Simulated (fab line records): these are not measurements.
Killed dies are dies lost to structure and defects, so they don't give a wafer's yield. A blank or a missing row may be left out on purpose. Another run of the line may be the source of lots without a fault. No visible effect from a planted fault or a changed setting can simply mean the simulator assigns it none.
The same fault as seen by 3 desks | flow nand_harc | numbers are kept per desk, each desk with only its own; the story behind them comes last

== THE DEFECT DESK ==
What the inspections along the route counted, lot by lot: means of the sampled wafers that have a number. The brackets show how far a lot's mean lies from the usual mean; more than 4 standard deviations puts the lot out of limits, marked OUT.
Columns: A = raw_defect_count at NHARC_A_ONON_D1_INSPECT_32, usual 69
lot  | first seen here | A
L404 | day 8 15:02     | 63
L407 | day 9 21:48     | 64
L408 | day 10 04:20    | 48
L410 | day 11 09:10    | 60
L411 | day 11 16:40    | 60
L414 | day 12 20:36    | 46
L413 | day 12 20:38    | 93
L417 | day 14 05:31    | 62
L418 | day 14 11:00    | 87
L420 | day 15 03:29    | 92
L424 | day 17 03:43    | 45
L425 | day 17 10:20    | 91
L426 | day 17 20:23    | 69
Finding of this desk: none of the 13 lots has anything out of limits.

== DESK OF THE TOOL OWNER: pecvd_onon-03 ==
The tool's own readings at NHARC_A_ONON_D1_DEP_16 (target thk 1000 nm): means of the sampled wafers that have a number, for each lot that ran on this tool. The brackets show how far a lot's mean lies from the usual mean; more than 4 standard deviations puts the lot out of limits, marked OUT.
Columns: A = n2o_flow_sccm at NHARC_A_ONON_D1_DEP_16, usual 1999 sccm
lot  | first seen here | A
L407 | day 9 18:26     | 1997
L410 | day 11 05:53    | 1994
L411 | day 11 13:23    | 2001
L417 | day 14 02:13    | 1991
L418 | day 14 07:50    | 2004
L420 | day 15 00:14    | 1998
L426 | day 17 17:08    | 2001
Finding of this desk: none of the 7 lots has anything out of limits.

== METROLOGY DESK ==
Means of the sampled wafers that have a number, per lot and without regard to the tool the lot ran on: this is what the gauges read. The brackets show how far a lot's mean lies from the usual mean; more than 4 standard deviations puts the lot out of limits, marked OUT.
Columns: A = thk_nm at NHARC_A_ONON_D1_THK_MEAS_18, usual 996 nm
lot  | first seen here | A
L404 | day 8 12:16     | 1012
L407 | day 9 18:57     | 985
L408 | day 10 01:30    | 988
L410 | day 11 06:20    | 981
L411 | day 11 13:50    | 1007
L413 | day 12 17:47    | 985
L414 | day 12 17:47    | 991
L417 | day 14 02:43    | 1268 (+19) OUT
L418 | day 14 08:11    | 1258 (+19) OUT
L420 | day 15 00:41    | 1188 (+14) OUT
L424 | day 17 00:55    | 987
L425 | day 17 07:31    | 998
L426 | day 17 17:35    | 971
This desk's verdict: out of limits on L417, L418, L420, starting with L417 at day 14 02:43 (thk_nm at NHARC_A_ONON_D1_THK_MEAS_18). Within limits: L404, L407, L408, L410, L411, L413, L414, L424, L425, L426.

== TAKEN TOGETHER ==
An alarm was possible from the metrology desk at day 14 02:43, on L417, L418, L420.
Nothing out of limits was seen by the defect desk.
The desk of the tool owner found nothing out of limits.
The defect desk has L417, L418, L420 on record, within its limits.
Tool owner's desk: L417, L418, L420 on record, inside its limits.
All the named lots went through NHARC_A_ONON_D1_DEP_16 on pecvd_onon-03.

== WHAT WAS PUT IN BY THE SIMULATOR ==
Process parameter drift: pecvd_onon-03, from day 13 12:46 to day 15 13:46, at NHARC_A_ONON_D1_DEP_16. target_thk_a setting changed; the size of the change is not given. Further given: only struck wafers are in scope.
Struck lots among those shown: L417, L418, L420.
Hours from the fault's start to each desk's first reading out of limits: the metrology desk, 14.
